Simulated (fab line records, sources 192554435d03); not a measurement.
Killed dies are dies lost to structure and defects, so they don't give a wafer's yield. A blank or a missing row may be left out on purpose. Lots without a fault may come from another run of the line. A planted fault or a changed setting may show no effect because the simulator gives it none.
fab line records | flow n5_finfet
record lots=10 wafers=30 last_day=18
route steps=1938 shown BEOL_M15@1811 PASSIVATION@1936
lots that met no fault: from a run of the same line without faults
start_h: hours from the record's first day to the start of the lot's first wafer shown | wait_h: hours since the lot's step before | " the same as in the row above | L1.1+2: a row that stands for several wafers | - no value, or no start given | * or withheld: withheld | < > ~ a bound
route shown NAME@n: a module of which the file shows steps, and the number in the route of the first | usual: mean/standard deviation of fault-free wafers | same: alike in all rows | chamber/n: place in a boat | sites: the reading at each site | _std_site: their standard deviation | _edge_site: outer sites' mean less inner sites' | radius_mm: how far each site lies from the wafer's centre | mask NAME#n: copy n | behind: the tool/chamber that last shaped the wafer | hold: why the lot was held/for how many hours/how that ended | device: the transistor (n, p or np) that didn't switch | end of line: the same wafers' tests at the end of the route | a step without rows: its recipe alone | killed: dies lost to structure and defects at the first sort, not the wafer's yield | map: a wafer's dies, x killed, . not, _ none there
set.NAME: the setting as run; set.NAME@STEP: as run at that earlier step | model.NAME: the simulator's own value behind a step, which no gauge read
steps of the route over a sample of lots; a table a step, a row a wafer
services: from which hour (start_h, from the record's first day; less than 0 if before it) a tool's chamber was out of use, for how many hours, and why
## steps
# step N5_BEOL_M15_STRIP_36
# recipe chemistry=O2 power_w=600 temp_c=60 pressure_mtorr=30 rf_frequency_hz=6e+07 bias_power_w=0 overash_fraction=0.3 o2_flow_sccm=225
# usual chamber_pressure_mTorr=30.00/0.053 drypump_motor_current_A=5.5/0.43 oes_product_au=0.82/0.06 rf_vpp_V=3.8/0.9 showerhead_plenum_p_Torr=2.13/0.078 throttle_valve_pct=16.65/0.22
# same bias_power_w=0
# columns lot.wafer tool chamber start_h wait_h chamber_pressure_mTorr drypump_motor_current_A oes_product_au rf_hours_counter_h rf_vpp_V showerhead_plenum_p_Torr throttle_valve_pct
L180.1 rie_diel-03 0 253.48 1.1 29.99 5.3 0.92 4 3.8 2.24 16.53
L180.2 " 1 " " 30.05 5.9 0.82 68 4.6 2.13 16.60
L180.6 " 2 " " 29.97 5.4 0.80 - 2.8 2.21 16.96
L182.1 rie_diel-04 1 257.72 0.3 29.92 5.7 0.81 92 5.2 2.04 16.41
L182.2 " 2 " " 29.99 5.8 0.66 250 6.0 2.16 17.02
L182.4 " 2 " " 30.00 5.8 0.67 - 4.2 2.16 16.97
L188.1 rie_diel-04 2 311.67 1.0 30.02 5.8 0.94 11 3.0 2.15 16.56
L188.4 " 0 " " 29.92 5.8 0.90 20 2.3 2.13 16.44
L188.5 " 0 " " 30.06 5.8 0.90 - 4.0 2.13 16.46
L193.1 rie_diel-03 3 315.18 2.5 30.00 4.7 0.80 91 4.3 2.03 16.90
L193.3 " 2 " " 30.12 5.4 0.77 125 2.9 2.20 17.02
L193.5 " 1 " " 30.01 5.9 0.81 - 6.9 2.12 16.63
L187.1 rie_diel-04 3 315.19 0.3 30.02 6.5 0.69 247 4.2 1.98 16.85
L187.3 " 0 " " 29.92 5.8 0.90 22 3.5 2.13 16.40
L187.5 " 3 " " 29.90 6.5 0.68 - 3.5 1.98 16.89
L196.3 rie_diel-04 1 345.16 3.8 30.03 5.7 0.78 122 4.8 2.03 16.46
L196.5 " 0 " " 30.03 5.8 0.88 - 2.4 2.12 16.44
L196.6 " 2 " " 30.01 5.8 0.91 - 4.6 2.15 16.56
L195.1 rie_diel-04 2 352.17 3.2 30.06 5.8 0.89 25 5.3 2.15 16.57
L195.2 " 0 " " 30.02 5.8 0.87 36 4.7 2.12 16.47
L195.5 " 3 " " 29.99 6.5 0.99 - 3.9 2.25 16.38
L197.2 rie_diel-03 0 364.74 1.6 29.90 5.2 0.85 37 3.0 2.23 16.58
L197.4 " 2 " " 29.99 5.4 0.77 138 4.4 2.20 17.04
L197.5 " 1 " " 30.01 5.9 0.81 - 3.5 2.11 16.69
L203.1 rie_diel-01 1 388.24 1.9 29.98 5.9 0.79 96 3.3 2.21 16.32
L203.2 " 3 " " 30.04 5.4 0.82 117 4.8 2.11 16.71
L203.3 " 2 " " 30.08 5.5 0.86 53 3.6 2.04 16.49
L202.3 rie_diel-03 0 403.39 0.1 30.03 5.2 0.85 48 3.1 2.22 16.63
L202.4 " 2 " " 29.90 5.4 0.76 149 3.9 2.19 17.05
L202.5 " 3 " " 30.06 4.8 0.79 - 2.0 2.02 16.94
# step N5_BEOL_M15_STRIP_62
# recipe chemistry=O2 power_w=600 temp_c=60 pressure_mtorr=30 rf_frequency_hz=6e+07 bias_power_w=0 overash_fraction=0.3 o2_flow_sccm=225
# usual bias_power_w=0/0 chamber_pressure_mTorr=29.997/0.026 drypump_motor_current_A=5.5/0.43 oes_product_au=0.82/0.06 rf_vpp_V=3.7/0.48 showerhead_plenum_p_Torr=2.13/0.078 throttle_valve_pct=16.65/0.21
# columns lot.wafer tool chamber start_h wait_h bias_power_w chamber_pressure_mTorr drypump_motor_current_A oes_product_au rf_hours_counter_h rf_vpp_V showerhead_plenum_p_Torr throttle_valve_pct
L180.1 rie_diel-03 0 253.52 - 0 30.064 5.2 0.94 4 4.2 2.24 16.55
L180.2 " 1 " " 0 29.971 5.9 0.83 68 3.9 2.13 16.59
L180.6 " 2 " " 0 29.999 5.4 0.80 - 4.0 2.21 16.98
L182.1 rie_diel-04 1 257.76 - 0 29.988 5.8 0.82 92 4.3 2.04 16.40
L182.2 " 2 " " 0 30.020 5.8 0.67 250 3.3 2.16 17.00
L182.4 " 2 " " 0 29.993 5.7 0.67 - 3.6 2.16 17.01
L188.1 rie_diel-04 2 311.71 - - - - - - - - -
L188.4 " 0 " " - - - - - - - -
L188.5 " 0 " " - - - - - - - -
L193.1 rie_diel-03 3 315.22 - - - - - - - - -
L193.3 " 2 " " - - - - - - - -
L193.5 " 1 " " - - - - - - - -
L187.1 rie_diel-04 3 315.23 - 0 29.966 6.5 0.68 247 4.3 1.98 16.86
L187.3 " 0 " " 0 30.061 5.8 0.90 22 4.5 2.13 16.44
L187.5 " 3 " " 0 30.025 6.5 0.69 - 3.3 1.98 16.86
L196.3 rie_diel-04 1 345.20 - 0 29.962 5.7 0.79 122 3.2 2.03 16.47
L196.5 " 0 " " 0 29.985 5.8 0.87 - 3.0 2.12 16.43
L196.6 " 2 " " 0 29.980 5.7 0.89 - 3.4 2.15 16.55
L195.1 rie_diel-04 2 352.21 - 0 30.033 5.8 0.90 25 3.1 2.15 16.56
L195.2 " 0 " " 0 30.029 5.8 0.86 36 3.8 2.12 16.46
L195.5 " 3 " " 0 29.987 6.5 0.99 - 3.2 2.25 16.39
L197.2 rie_diel-03 0 364.78 - 0 29.968 5.2 0.87 37 3.7 2.23 16.60
L197.4 " 2 " " 0 30.023 5.4 0.77 138 3.6 2.19 17.03
L197.5 " 1 " " 0 29.993 6.0 0.79 - 2.6 2.12 16.66
L203.1 rie_diel-01 1 388.28 - 0 30.008 5.9 0.78 96 3.6 2.21 16.33
L203.2 " 3 " " 0 29.939 5.4 0.79 117 3.8 2.11 16.68
L203.3 " 2 " " 0 29.976 5.6 0.86 53 4.4 2.04 16.50
L202.3 rie_diel-03 0 403.43 - 0 30.001 5.2 0.84 48 3.6 2.22 16.63
L202.4 " 2 " " 0 29.987 5.4 0.76 149 3.4 2.19 17.06
L202.5 " 3 " " 0 29.999 4.7 0.78 - 2.8 2.02 16.92
# step N5_BEOL_M15_STRIP_37
# recipe chemistry=O2 power_w=600 temp_c=60 pressure_mtorr=30 rf_frequency_hz=6e+07 bias_power_w=0 overash_fraction=0.3 o2_flow_sccm=225
# usual chamber_pressure_mTorr=30.00/0.031 drypump_motor_current_A=5.5/0.43 oes_product_au=0.82/0.059 rf_vpp_V=3.6/0.59 showerhead_plenum_p_Torr=2.13/0.078 throttle_valve_pct=16.65/0.21
# same bias_power_w=0
# columns lot.wafer tool chamber start_h wait_h chamber_pressure_mTorr drypump_motor_current_A oes_product_au rf_hours_counter_h rf_vpp_V showerhead_plenum_p_Torr throttle_valve_pct
L180.1 rie_diel-03 0 - - 30.03 5.2 0.94 5 2.9 2.24 16.54
L180.2 " 1 " " 29.98 5.9 0.84 68 3.7 2.13 16.59
L180.6 " 2 " " 29.98 5.4 0.80 - 4.4 2.21 16.99
L182.1 rie_diel-04 1 - - 29.95 5.7 0.82 92 3.8 2.03 16.41
L182.2 " 2 " " 30.00 5.8 0.67 250 4.3 2.16 17.01
L182.4 " 2 " " 29.94 5.8 0.68 - 3.9 2.16 16.98
L188.1 rie_diel-04 2 - - 30.00 5.7 0.94 11 3.0 2.15 16.53
L188.4 " 0 " " 30.05 5.8 0.90 20 3.3 2.13 16.43
L188.5 " 0 " " 29.96 5.8 0.91 - 3.2 2.13 16.44
L193.1 rie_diel-03 3 - - 30.02 4.7 0.81 91 3.1 2.03 16.87
L193.3 " 2 " " 29.94 5.4 0.78 126 3.4 2.20 17.00
L193.5 " 1 " " 29.99 5.9 0.82 - 2.4 2.12 16.62
L187.1 rie_diel-04 3 - - 30.02 6.5 0.69 247 3.1 1.98 16.86
L187.3 " 0 " " 29.98 5.8 0.89 22 3.3 2.13 16.43
L187.5 " 3 " " 29.95 6.5 0.68 - 4.1 1.98 16.85
L196.3 rie_diel-04 1 - - 29.98 5.7 0.78 122 3.2 2.03 16.44
L196.5 " 0 " " 29.94 5.8 0.87 - 3.5 2.12 16.46
L196.6 " 2 " " 30.03 5.8 0.92 - 3.2 2.15 16.56
L195.1 rie_diel-04 2 - - 30.01 5.8 0.90 25 3.6 2.15 16.56
L195.2 " 0 " " 30.03 5.8 0.87 36 3.2 2.12 16.46
L195.5 " 3 " " 29.96 6.5 0.99 - 4.0 2.25 16.42
L197.2 rie_diel-03 0 - - 30.02 5.2 0.86 37 3.8 2.23 16.59
L197.4 " 2 " " 29.99 5.4 0.77 138 4.5 2.19 17.02
L197.5 " 1 " " 29.97 5.9 0.79 - 3.4 2.12 16.66
L203.1 rie_diel-01 1 - - 30.02 6.0 0.78 96 3.1 2.21 16.36
L203.2 " 3 " " 30.04 5.4 0.79 117 2.7 2.11 16.71
L203.3 " 2 " " 30.02 5.5 0.86 53 4.3 2.04 16.47
L202.3 rie_diel-03 0 - - 30.00 5.2 0.84 48 3.8 2.22 16.63
L202.4 " 2 " " 29.98 5.4 0.75 149 3.3 2.19 17.05
L202.5 " 3 " " 30.00 4.8 0.79 - 4.1 2.02 16.92
# step N5_BEOL_M15_SPUTTER_44
# recipe material=Ta target_thk_a=150 temp_c=50 bias_v=80 power_w=15000 chamber_pressure_pa=0.07 time_s=24.19
# usual throttle_valve_pct=29.7/1
# same time_s=24.19
# columns lot.wafer tool chamber start_h wait_h throttle_valve_pct
L180.1 pvd_sputter-01 - 254.05 0.0 30.0
L180.2 " - " " 30.4
L180.6 " - " " 28.6
L182.1 pvd_sputter-02 - 260.42 0.0 30.7
L182.2 " - " " 27.6
L182.4 " - " " 29.7
L188.1 pvd_sputter-03 - 312.34 0.0 28.9
L188.4 " - " " 29.6
L188.5 " - " " 31.5
L193.1 pvd_sputter-03 - 315.78 0.0 31.4
L193.3 " - " " 31.0
L193.5 " - " " 31.4
L187.1 pvd_sputter-01 - 315.80 0.0 28.8
L187.3 " - " " 29.9
L187.5 " - " " 30.0
L196.3 pvd_sputter-01 - 346.02 0.0 28.9
L196.5 " - " " 29.9
L196.6 " - " " 29.3
L195.1 pvd_sputter-01 - 353.00 0.0 29.1
L195.2 " - " " 30.3
L195.5 " - " " 29.8
L197.2 pvd_sputter-01 - 365.43 0.0 29.9
L197.4 " - " " 28.8
L197.5 " - " " 29.9
L203.1 pvd_sputter-03 - 389.09 0.0 28.6
L203.2 " - " " 29.9
L203.3 " - " " 31.6
L202.3 pvd_sputter-03 - 404.39 0.0 30.9
L202.4 " - " " 31.3
L202.5 " - " " 30.8
# step N5_PASSIVATION_PROBE_49
# usual defect_limited_yield=91.1/1.3 killed_at_M0_to_M3=34/10 killed_at_M4_up=14/5.7 killed_at_contacts=12/5.9 killed_at_front_end=41/12 killed_at_other=4/3.1 killed_dies=105/15 killed_open=69/11 killed_short=35/7.8 sort_bin_5_function=5.3/0.81 sort_bin_6_memory=3.3/0.75 sort_n_pass=1075/15 sort_yield_pct=91.1/1.3
# same gross_dies=1180 killed_at_back_side=0 sort_bin_4_leakage[%]=0 sort_bin_8_speed[%]=0
# columns lot.wafer tool chamber start_h wait_h defect_limited_yield[%] killed_at_M0_to_M3 killed_at_M4_up killed_at_contacts killed_at_front_end killed_at_other killed_dies killed_open killed_short sort_bin_5_function[%] sort_bin_6_memory[%] sort_n_pass sort_yield_pct[%]
L180.1 prober-02 - 267.79 0.0 91.3 37 15 15 33 3 103 72 31 5.2 3.6 1077 91.3
L180.2 prober-02 - 267.84 0.1 89.7 39 11 17 47 7 121 80 39 6.0 4.2 1059 89.7
L180.6 prober-02 - 268.04 0.3 92.5 26 10 17 33 3 89 55 28 4.5 2.5 1091 92.5
L182.1 prober-02 - 275.46 0.0 91.2 50 15 13 25 1 104 69 33 4.9 3.7 1076 91.2
L182.2 prober-02 - 275.51 0.1 91.7 22 12 11 39 14 98 68 28 5.8 2.3 1082 91.7
L182.4 prober-02 - 275.61 0.2 93.6 27 9 3 31 5 75 46 28 4.0 2.0 1105 93.6
L188.1 prober-02 - 329.65 0.0 88.6 19 9 30 75 1 134 95 39 6.9 4.2 1046 88.6
L188.4 prober-02 - 329.80 0.2 90.3 29 13 8 59 5 114 73 35 5.6 3.5 1066 90.3
L188.5 prober-02 - 329.85 0.2 86.3 47 11 18 83 3 162 113 49 8.6 5.1 1018 86.3
L193.1 prober-02 - 330.19 0.0 89.9 31 18 6 55 9 119 72 45 5.5 4.2 1061 89.9
L193.3 prober-02 - 330.29 0.1 86.2 65 15 6 71 6 163 111 48 6.9 6.1 1017 86.2
L193.5 prober-02 - 330.39 0.2 89.2 46 8 7 65 2 128 86 41 5.9 4.6 1052 89.2
L187.1 prober-01 - 336.50 0.0 90.6 43 13 9 44 2 111 71 40 5.9 3.1 1069 90.6
L187.3 prober-01 - 336.60 0.1 89.3 40 13 20 51 2 126 79 47 6.2 4.2 1054 89.3
L196.3 prober-02 - 363.68 0.1 92.4 25 9 8 41 7 90 67 22 4.5 3.0 1090 92.4
L196.5 prober-02 - 363.78 0.2 91.5 34 9 16 39 2 100 77 22 4.7 3.6 1080 91.5
L196.6 prober-02 - 363.83 0.3 89.7 32 13 11 61 4 121 77 39 6.4 3.2 1059 89.7
L195.1 prober-02 - 368.49 0.4 91.3 38 20 9 36 0 103 66 37 5.6 3.0 1077 91.3
L195.2 prober-02 - 368.54 0.4 92.1 26 20 17 30 0 93 62 29 4.8 2.7 1087 92.1
L195.5 prober-02 - 368.69 0.6 91.3 15 12 12 61 3 103 66 34 5.0 3.3 1077 91.3
L197.2 prober-01 - 382.70 0.1 89.7 36 21 7 55 2 121 73 43 5.8 4.2 1059 89.7
L197.4 prober-01 - 382.80 0.2 91.7 32 16 6 39 5 98 57 40 5.3 2.5 1082 91.7
L197.5 prober-01 - 382.85 0.2 92.2 27 12 9 41 3 92 55 36 4.8 2.7 1088 92.2
L203.1 prober-01 - 403.40 0.0 91.2 41 11 16 29 7 104 68 35 5.3 3.3 1076 91.2
L203.2 prober-01 - 403.45 0.1 91.6 25 22 5 40 7 99 65 33 5.6 2.5 1081 91.6
L203.3 prober-01 - 403.50 0.1 92.1 38 13 14 21 7 93 55 32 4.7 3.0 1087 92.1
L202.3 prober-01 - 423.49 0.7 92.1 42 12 7 29 3 93 59 34 4.3 3.3 1087 92.1
L202.4 prober-01 - 423.54 0.8 92.1 37 4 14 33 5 93 66 27 5.3 2.5 1087 92.1
L202.5 prober-01 - 423.59 0.8 89.7 44 10 22 42 4 122 85 37 5.9 4.0 1058 89.7
# killed by level:class
L180.1 BEOL_M3:geometric_particle:open=13 MOL_CONTACT_COAG:geometric_particle:open=11 BEOL_M1:geometric_particle:open=11 FIN_SAQP:geometric_particle:short=7 BEOL_M2:geometric_particle:open=7 BEOL_M8:geometric_particle:open=6 DUMMY_GATE:geometric_particle:open=5 FIN_SAQP:geometric_particle:open=4
L180.2 BEOL_M3:geometric_particle:open=18 MOL_CONTACT_COAG:geometric_particle:open=13 FIN_SAQP:geometric_particle:open=10 STI_FIN_REVEAL:geometric_particle:open=7 FIN_SAQP:geometric_particle:short=6 DUMMY_GATE:geometric_particle:open=5 BEOL_M1:geometric_particle:open=5 BEOL_M3:geometric_particle:short=5
L180.6 MOL_CONTACT_COAG:geometric_particle:open=15 BEOL_M3:geometric_particle:open=9 FIN_SAQP:geometric_particle:short=8 BEOL_M0_SAQP:geometric_particle:short=7 BEOL_M0_SAQP:geometric_particle:open=5 HKMG_FIN:area_etch=5 FIN_SAQP:geometric_particle:open=4 BEOL_M4:geometric_particle:open=4
L182.1 BEOL_M2:geometric_particle:open=14 MOL_CONTACT_COAG:geometric_particle:open=12 BEOL_M0_SAQP:geometric_particle:short=9 BEOL_M0_SAQP:geometric_particle:open=8 BEOL_M3:geometric_particle:open=6 BEOL_M0:geometric_particle:open=6 FIN_SAQP:geometric_particle:short=5 BEOL_M4:geometric_particle:short=4
L182.2 FIN_SAQP:geometric_particle:open=10 STI_FIN_REVEAL:geometric_particle:open=9 MOL_CONTACT_COAG:geometric_particle:open=9 PASS1_DEP:geometric_particle:open=8 FIN_SAQP:geometric_particle:short=6 BEOL_M0_SAQP:geometric_particle:short=6 BEOL_M1:geometric_particle:open=5 BEOL_M3:geometric_particle:open=4
L182.4 STI_FIN_REVEAL:geometric_particle:open=7 BEOL_M0_SAQP:geometric_particle:open=7 BEOL_M0_SAQP:geometric_particle:short=7 FIN_SAQP:geometric_particle:open=6 BEOL_M1:geometric_particle:open=5 FIN_SAQP:geometric_particle:short=4 STARTING-WAFER:geometric_particle:short=4 GATE_CUT:geometric_particle:short=3
L188.1 FIN_SAQP:geometric_particle:open=33 MOL_CONTACT_COAG:geometric_particle:open=27 FIN_SAQP:geometric_particle:short=21 STI_FIN_REVEAL:geometric_particle:open=6 BEOL_M3:geometric_particle:open=6 BEOL_M2:geometric_particle:open=4 DUMMY_GATE:geometric_particle:open=3 MOL_CONTACT_COAG:geometric_particle:short=3
L188.4 FIN_SAQP:geometric_particle:open=22 FIN_SAQP:geometric_particle:short=14 BEOL_M2:geometric_particle:open=11 BEOL_M3:geometric_particle:open=7 MOL_CONTACT_COAG:geometric_particle:open=6 BEOL_M4:geometric_particle:open=5 HKMG_FIN:area_etch=5 BEOL_M1:geometric_particle:open=4
L188.5 FIN_SAQP:geometric_particle:open=35 MOL_CONTACT_COAG:geometric_particle:open=12 STI_FIN_REVEAL:geometric_particle:open=11 BEOL_M3:geometric_particle:open=11 BEOL_M2:geometric_particle:open=10 FIN_SAQP:geometric_particle:short=9 BEOL_M0_SAQP:geometric_particle:short=9 GATE_CUT:geometric_particle:short=7
L193.1 FIN_SAQP:geometric_particle:short=15 STI_FIN_REVEAL:geometric_particle:open=13 BEOL_M0_SAQP:geometric_particle:short=8 BEOL_M2:geometric_particle:open=8 FIN_SAQP:geometric_particle:open=6 BEOL_M3:geometric_particle:open=6 DUMMY_GATE:geometric_particle:open=5 MOL_CONTACT_COAG:geometric_particle:open=5
L193.3 BEOL_M0_SAQP:geometric_particle:open=17 FIN_SAQP:geometric_particle:short=15 STI_FIN_REVEAL:geometric_particle:open=15 BEOL_M0_SAQP:geometric_particle:short=13 FIN_SAQP:geometric_particle:open=11 DUMMY_GATE:geometric_particle:open=11 BEOL_M1:geometric_particle:open=11 BEOL_M2:geometric_particle:open=8
L193.5 STI_FIN_REVEAL:geometric_particle:open=25 FIN_SAQP:geometric_particle:short=10 BEOL_M0_SAQP:geometric_particle:open=8 BEOL_M0_SAQP:geometric_particle:short=8 BEOL_M1:geometric_particle:open=8 FIN_SAQP:geometric_particle:open=6 STARTING-WAFER:geometric_particle:open=6 BEOL_M3:geometric_particle:open=6
L187.1 FIN_SAQP:geometric_particle:open=10 MOL_CONTACT_COAG:geometric_particle:open=8 FIN_SAQP:geometric_particle:short=7 GATE_CUT:geometric_particle:short=7 BEOL_M0_SAQP:geometric_particle:short=7 BEOL_M1:geometric_particle:open=7 BEOL_M3:geometric_particle:open=7 BEOL_M0_SAQP:geometric_particle:open=6
L187.3 FIN_SAQP:geometric_particle:short=18 MOL_CONTACT_COAG:geometric_particle:open=17 FIN_SAQP:geometric_particle:open=8 BEOL_M0_SAQP:geometric_particle:short=8 BEOL_M3:geometric_particle:open=7 STI_FIN_REVEAL:geometric_particle:open=6 BEOL_M1:geometric_particle:open=6 BEOL_M0_SAQP:geometric_particle:open=5
L196.3 STI_FIN_REVEAL:geometric_particle:open=11 BEOL_M3:geometric_particle:open=10 MOL_CONTACT_COAG:geometric_particle:open=6 FIN_SAQP:geometric_particle:open=5 ILD0:geometric_particle:open=5 BEOL_M1:geometric_particle:open=4 STI_FIN_REVEAL:geometric_particle:short=3 BEOL_M4:geometric_particle:open=3
L196.5 STI_FIN_REVEAL:geometric_particle:open=13 MOL_CONTACT_COAG:geometric_particle:open=13 BEOL_M3:geometric_particle:open=13 FIN_SAQP:geometric_particle:open=9 BEOL_M1:geometric_particle:open=6 BEOL_M0_SAQP:geometric_particle:open=5 FIN_SAQP:geometric_particle:short=4 ILD0:geometric_particle:short=4
L196.6 STI_FIN_REVEAL:geometric_particle:open=18 BEOL_M1:geometric_particle:open=12 STI_FIN_REVEAL:geometric_particle:short=10 MOL_CONTACT_COAG:geometric_particle:open=8 BEOL_M3:geometric_particle:open=8 ILD0:geometric_particle:short=6 FIN_SAQP:geometric_particle:short=5 FIN_SAQP:geometric_particle:open=5
L195.1 BEOL_M2:geometric_particle:open=11 BEOL_M4:geometric_particle:open=9 BEOL_M1:geometric_particle:open=8 BEOL_M0_SAQP:geometric_particle:open=7 FIN_SAQP:geometric_particle:short=6 MOL_CONTACT_COAG:geometric_particle:open=6 BEOL_M0_SAQP:geometric_particle:short=6 FIN_SAQP:geometric_particle:open=5
L195.2 MOL_CONTACT_COAG:geometric_particle:open=15 STI_FIN_REVEAL:geometric_particle:open=10 BEOL_M4:geometric_particle:open=8 ILD0:geometric_particle:short=7 BEOL_M1:geometric_particle:open=7 BEOL_M0_SAQP:geometric_particle:short=7 BEOL_M2:geometric_particle:open=5 BEOL_M0_SAQP:geometric_particle:open=4
L195.5 FIN_SAQP:geometric_particle:open=10 STI_FIN_REVEAL:geometric_particle:open=9 BEOL_M4:geometric_particle:open=9 MOL_CONTACT_COAG:geometric_particle:open=9 FIN_SAQP:geometric_particle:short=7 GATE_CUT:geometric_particle:open=7 STARTING-WAFER:geometric_particle:short=7 DUMMY_GATE:geometric_particle:open=6
L197.2 FIN_SAQP:geometric_particle:open=19 BEOL_M0_SAQP:geometric_particle:short=14 FIN_SAQP:geometric_particle:short=11 BEOL_M0_SAQP:geometric_particle:open=11 BEOL_M4:geometric_particle:open=9 DUMMY_GATE:geometric_particle:open=6 MOL_CONTACT_COAG:geometric_particle:open=5 BEOL_M2:geometric_particle:open=5
L197.4 FIN_SAQP:geometric_particle:short=8 FIN_SAQP:geometric_particle:open=8 STI_FIN_REVEAL:geometric_particle:open=7 BEOL_M0_SAQP:geometric_particle:short=7 BEOL_M3:geometric_particle:open=6 BEOL_M0_SAQP:geometric_particle:open=5 BEOL_M2:geometric_particle:open=5 BEOL_M4:geometric_particle:open=5
L197.5 FIN_SAQP:geometric_particle:open=14 FIN_SAQP:geometric_particle:short=8 MOL_CONTACT_COAG:geometric_particle:open=8 GATE_CUT:geometric_particle:short=7 BEOL_M0_SAQP:geometric_particle:open=5 BEOL_M0_SAQP:geometric_particle:short=5 BEOL_M1:geometric_particle:open=5 DUMMY_GATE:geometric_particle:open=4
L203.1 MOL_CONTACT_COAG:geometric_particle:open=16 BEOL_M0_SAQP:geometric_particle:short=15 BEOL_M0_SAQP:geometric_particle:open=10 STI_FIN_REVEAL:geometric_particle:open=8 BEOL_M2:geometric_particle:open=7 FIN_SAQP:geometric_particle:open=6 BEOL_M1:geometric_particle:open=6 FIN_SAQP:geometric_particle:short=4
L203.2 BEOL_M4:geometric_particle:open=13 FIN_SAQP:geometric_particle:open=10 STI_FIN_REVEAL:geometric_particle:open=9 FIN_SAQP:geometric_particle:short=7 BEOL_M0_SAQP:geometric_particle:open=7 MOL_CONTACT_COAG:geometric_particle:open=5 BEOL_M1:geometric_particle:open=5 BEOL_M3:geometric_particle:open=4
L203.3 MOL_CONTACT_COAG:geometric_particle:open=9 BEOL_M0_SAQP:geometric_particle:short=9 BEOL_M0_SAQP:geometric_particle:open=9 STI_FIN_REVEAL:geometric_particle:open=7 BEOL_M3:geometric_particle:open=7 FIN_SAQP:geometric_particle:short=5 MOL_CONTACT_COAG:geometric_particle:short=5 BEOL_M1:geometric_particle:open=5
L202.3 BEOL_M0_SAQP:geometric_particle:open=15 BEOL_M0_SAQP:geometric_particle:short=14 GATE_CUT:geometric_particle:short=5 MOL_CONTACT_COAG:geometric_particle:open=5 BEOL_M3:geometric_particle:open=5 FIN_SAQP:geometric_particle:open=4 STI_FIN_REVEAL:geometric_particle:open=4 BEOL_M0:geometric_particle:open=4
L202.4 MOL_CONTACT_COAG:geometric_particle:open=14 BEOL_M3:geometric_particle:open=14 STI_FIN_REVEAL:geometric_particle:open=8 BEOL_M0_SAQP:geometric_particle:short=8 BEOL_M0_SAQP:geometric_particle:open=7 GATE_CUT:geometric_particle:short=5 FIN_SAQP:geometric_particle:open=4 ILD0:geometric_particle:open=4
L202.5 MOL_CONTACT_COAG:geometric_particle:open=16 STI_FIN_REVEAL:geometric_particle:open=12 BEOL_M0_SAQP:geometric_particle:open=12 FIN_SAQP:geometric_particle:open=10 BEOL_M0_SAQP:geometric_particle:short=9 BEOL_M3:geometric_particle:open=7 FIN_SAQP:geometric_particle:short=6 MOL_CONTACT_COAG:geometric_particle:short=6
## services
# columns tool chamber start_h hours kind
rie_diel-04 0 242.16 - clean
rie_diel-04 0 242.16 - consumable_replace:focus_ring
rie_diel-04 0 242.16 16.1 scheduled_down
rie_diel-04 0 242.16 16.1 vent_cycle
rie_diel-04 1 246.44 6.6 repair
rie_diel-04 2 248.61 3.7 repair
rie_diel-04 2 258.24 - clean
rie_diel-04 2 258.24 - consumable_replace:focus_ring
rie_diel-04 2 258.24 21.9 scheduled_down
rie_diel-04 2 258.24 21.9 vent_cycle
rie_diel-01 0 269.66 2.1 repair
rie_diel-01 0 275.75 4.7 repair
rie_diel-03 3 282.13 10.9 repair
rie_diel-03 - 298.97 15.6 pm
rie_diel-01 2 321.53 13.2 repair
rie_diel-04 1 326.25 8.7 repair
rie_diel-04 3 329.91 4.1 repair
rie_diel-04 3 334.93 - clean
rie_diel-04 3 334.93 - consumable_replace:focus_ring
rie_diel-04 3 334.93 - consumable_replace:showerhead
rie_diel-04 2 347.19 1.6 repair
rie_diel-03 - 367.22 0.3 repair
rie_diel-04 2 381.90 8.8 repair
rie_diel-03 - 393.47 0.4 repair
## key
first_sign step=N5_BEOL_M15_STRIP_62 reading=tool_record direction=missing
effect none on later readings
met_at N5_BEOL_M15_STRIP_62
struck_lots L188,L193
not_acting_at N5_BEOL_M15_STRIP_36,N5_BEOL_M15_STRIP_37,N5_BEOL_M15_SPUTTER_44
onset_between 257.76 311.71
fault kind=skipped_step_whole tool=rie_diel-03,rie_diel-04 chamber=- onset_h=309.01 steps=N5_BEOL_M15_STRIP_62 scope=struck_lots_only
